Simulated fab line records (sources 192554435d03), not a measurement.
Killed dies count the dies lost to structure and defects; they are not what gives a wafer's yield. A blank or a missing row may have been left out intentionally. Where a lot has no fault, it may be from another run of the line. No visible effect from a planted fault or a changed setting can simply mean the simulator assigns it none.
Split-lot trial || flow n5Finfet || route with 1938 steps; 7 lots, 21 wafers read

== THE SPLIT ==
At N5_MOL_CONTACT_COAG_ALD_27 (deposits SiOC, target thk 17 nm, pulse time 1.5 s, time 2720 s), the setting aldCycles was moved away from the recipe's 340 on 7 of the 21 wafers read, by -13.8% to +16.2%. The other wafers ran this setting at the recipe's value.

The reading comes from the split's own step.

== THE READING ==
SiOC_of_MOL_CONTACT_COAG_ALD_27.thkNm (the simulator's own value, which no gauge read), in nm, at N5_MOL_CONTACT_COAG_ALD_27 (deposits SiOC, target thk 17 nm, pulse time 1.5 s, time 2720 s). The file does not state a usual value for it. Here, 14 wafers ran the recipe; their average is 17.1 nm with a standard deviation of 0.12 nm.

{"wafer": "L078.1", "tool, chamber at the split": "aldSin-04, 2", "aldCycles as run": 340, "against the recipe": "recipe", "SiOC_of_MOL_CONTACT_COAG_ALD_27.thkNm, nm": 17, "against lot-mates on the recipe": "-"}
{"wafer": "L078.3", "tool, chamber at the split": "aldSin-04, 3", "aldCycles as run": 293, "against the recipe": "-13.8%", "SiOC_of_MOL_CONTACT_COAG_ALD_27.thkNm, nm": 14.8, "against lot-mates on the recipe": -2.2}
{"wafer": "L078.4", "tool, chamber at the split": "aldSin-04, 1", "aldCycles as run": 293, "against the recipe": "-13.8%", "SiOC_of_MOL_CONTACT_COAG_ALD_27.thkNm, nm": 14.6, "against lot-mates on the recipe": -2.4}
{"wafer": "L081.3", "tool, chamber at the split": "aldSin-02, 3,1,0", "aldCycles as run": 340, "against the recipe": "recipe", "SiOC_of_MOL_CONTACT_COAG_ALD_27.thkNm, nm": 17.2, "against lot-mates on the recipe": "-"}
{"wafer": "L081.4", "tool, chamber at the split": "aldSin-02, 3,1,0", "aldCycles as run": 340, "against the recipe": "recipe", "SiOC_of_MOL_CONTACT_COAG_ALD_27.thkNm, nm": 17.2, "against lot-mates on the recipe": "-"}
{"wafer": "L081.6", "tool, chamber at the split": "aldSin-02, 3,1,0", "aldCycles as run": 340, "against the recipe": "recipe", "SiOC_of_MOL_CONTACT_COAG_ALD_27.thkNm, nm": 17.2, "against lot-mates on the recipe": "-"}
{"wafer": "L083.2", "tool, chamber at the split": "aldSin-02, 0,3", "aldCycles as run": 312, "against the recipe": "-8.2%", "SiOC_of_MOL_CONTACT_COAG_ALD_27.thkNm, nm": 15.6, "against lot-mates on the recipe": -1.4}
{"wafer": "L083.3", "tool, chamber at the split": "aldSin-02, 0,3", "aldCycles as run": 312, "against the recipe": "-8.2%", "SiOC_of_MOL_CONTACT_COAG_ALD_27.thkNm, nm": 15.6, "against lot-mates on the recipe": -1.4}
{"wafer": "L083.4", "tool, chamber at the split": "aldSin-02, 1", "aldCycles as run": 340, "against the recipe": "recipe", "SiOC_of_MOL_CONTACT_COAG_ALD_27.thkNm, nm": 17, "against lot-mates on the recipe": "-"}
{"wafer": "L084.1", "tool, chamber at the split": "aldSin-04, 3,2", "aldCycles as run": 340, "against the recipe": "recipe", "SiOC_of_MOL_CONTACT_COAG_ALD_27.thkNm, nm": 17, "against lot-mates on the recipe": "-"}
{"wafer": "L084.4", "tool, chamber at the split": "aldSin-04, 3,2", "aldCycles as run": 340, "against the recipe": "recipe", "SiOC_of_MOL_CONTACT_COAG_ALD_27.thkNm, nm": 17, "against lot-mates on the recipe": "-"}
{"wafer": "L084.5", "tool, chamber at the split": "aldSin-04, 1", "aldCycles as run": 340, "against the recipe": "recipe", "SiOC_of_MOL_CONTACT_COAG_ALD_27.thkNm, nm": 16.8, "against lot-mates on the recipe": "-"}
{"wafer": "L085.2", "tool, chamber at the split": "aldSin-01, 0,3,1", "aldCycles as run": 340, "against the recipe": "recipe", "SiOC_of_MOL_CONTACT_COAG_ALD_27.thkNm, nm": 17, "against lot-mates on the recipe": "-"}
{"wafer": "L085.4", "tool, chamber at the split": "aldSin-01, 0,3,1", "aldCycles as run": 340, "against the recipe": "recipe", "SiOC_of_MOL_CONTACT_COAG_ALD_27.thkNm, nm": 17, "against lot-mates on the recipe": "-"}
{"wafer": "L085.5", "tool, chamber at the split": "aldSin-01, 0,3,1", "aldCycles as run": 340, "against the recipe": "recipe", "SiOC_of_MOL_CONTACT_COAG_ALD_27.thkNm, nm": 17, "against lot-mates on the recipe": "-"}
{"wafer": "L095.1", "tool, chamber at the split": "aldSin-02, 1,3", "aldCycles as run": 340, "against the recipe": "recipe", "SiOC_of_MOL_CONTACT_COAG_ALD_27.thkNm, nm": 17.2, "against lot-mates on the recipe": "-"}
{"wafer": "L095.4", "tool, chamber at the split": "aldSin-02, 1,3", "aldCycles as run": 340, "against the recipe": "recipe", "SiOC_of_MOL_CONTACT_COAG_ALD_27.thkNm, nm": 17.2, "against lot-mates on the recipe": "-"}
{"wafer": "L095.6", "tool, chamber at the split": "aldSin-02, 0", "aldCycles as run": 323, "against the recipe": "-5.0%", "SiOC_of_MOL_CONTACT_COAG_ALD_27.thkNm, nm": 16.4, "against lot-mates on the recipe": -0.8}
{"wafer": "L097.1", "tool, chamber at the split": "aldSin-04, 2", "aldCycles as run": 395, "against the recipe": "+16.2%", "SiOC_of_MOL_CONTACT_COAG_ALD_27.thkNm, nm": 19.8, "against lot-mates on the recipe": "+2.8"}
{"wafer": "L097.4", "tool, chamber at the split": "aldSin-04, 2", "aldCycles as run": 395, "against the recipe": "+16.2%", "SiOC_of_MOL_CONTACT_COAG_ALD_27.thkNm, nm": 19.8, "against lot-mates on the recipe": "+2.8"}
{"wafer": "L097.2", "tool, chamber at the split": "aldSin-04, 1", "aldCycles as run": 340, "against the recipe": "recipe", "SiOC_of_MOL_CONTACT_COAG_ALD_27.thkNm, nm": 17, "against lot-mates on the recipe": "-"}
If several chambers appear in one row, that row covers several wafers at once and the file leaves open which wafer was in which chamber.

FIT RESULTS
A straight line over all 21 wafers: SiOC_of_MOL_CONTACT_COAG_ALD_27.thkNm changes by +0.17 nm for each +1% of aldCycles; r = +1.00; the points scatter about the line by 0.12 nm.
The same after taking each lot's own level away (the mean of its wafers on the recipe; 21 wafers): +0.17 nm for each +1%; r = +1.00; scatter 0.054 nm.
The reading moves by 2.8 nm for the largest change in aldCycles, on that fit.
From 16.93 to 17.20 nm: that is the span of the lots' own levels, equal to 2.3 times the standard deviation above.
Consequently the slope shifts little with the lot-to-lot level, the two slopes agreeing.
Check: for one of the wafers moved furthest among these (+16.2%), held out of the fit, the line's prediction against its lot-mates is +2.75 nm. It came out at +2.8 nm against them.

== THE OTHER SPLITS THESE WAFERS WENT THROUGH ==
Note: prior to the reading, these wafers also went through further splits. Each is held against what the fit with the lots' levels taken away leaves over:
{"other split on the same wafers": "N5_SDB_ETCH_17 biasW", "wafers away from the commonest value": 7, "r with SiOC_of_MOL_CONTACT_COAG_ALD_27.thkNm (lot level and that fit taken away)": "+0.00"}
{"other split on the same wafers": "N5_HKMG_FIN_ETCH_55 timeS", "wafers away from the commonest value": 11, "r with SiOC_of_MOL_CONTACT_COAG_ALD_27.thkNm (lot level and that fit taken away)": -0.03}
{"other split on the same wafers": "N5_GATE_CUT_ETCH_58 biasW", "wafers away from the commonest value": 6, "r with SiOC_of_MOL_CONTACT_COAG_ALD_27.thkNm (lot level and that fit taken away)": -0.17}

== FILE'S OWN FIT ==
SiOC_of_MOL_CONTACT_COAG_ALD_27.thkNm changes by +0.17 nm for each +1% of aldCycles, r = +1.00.
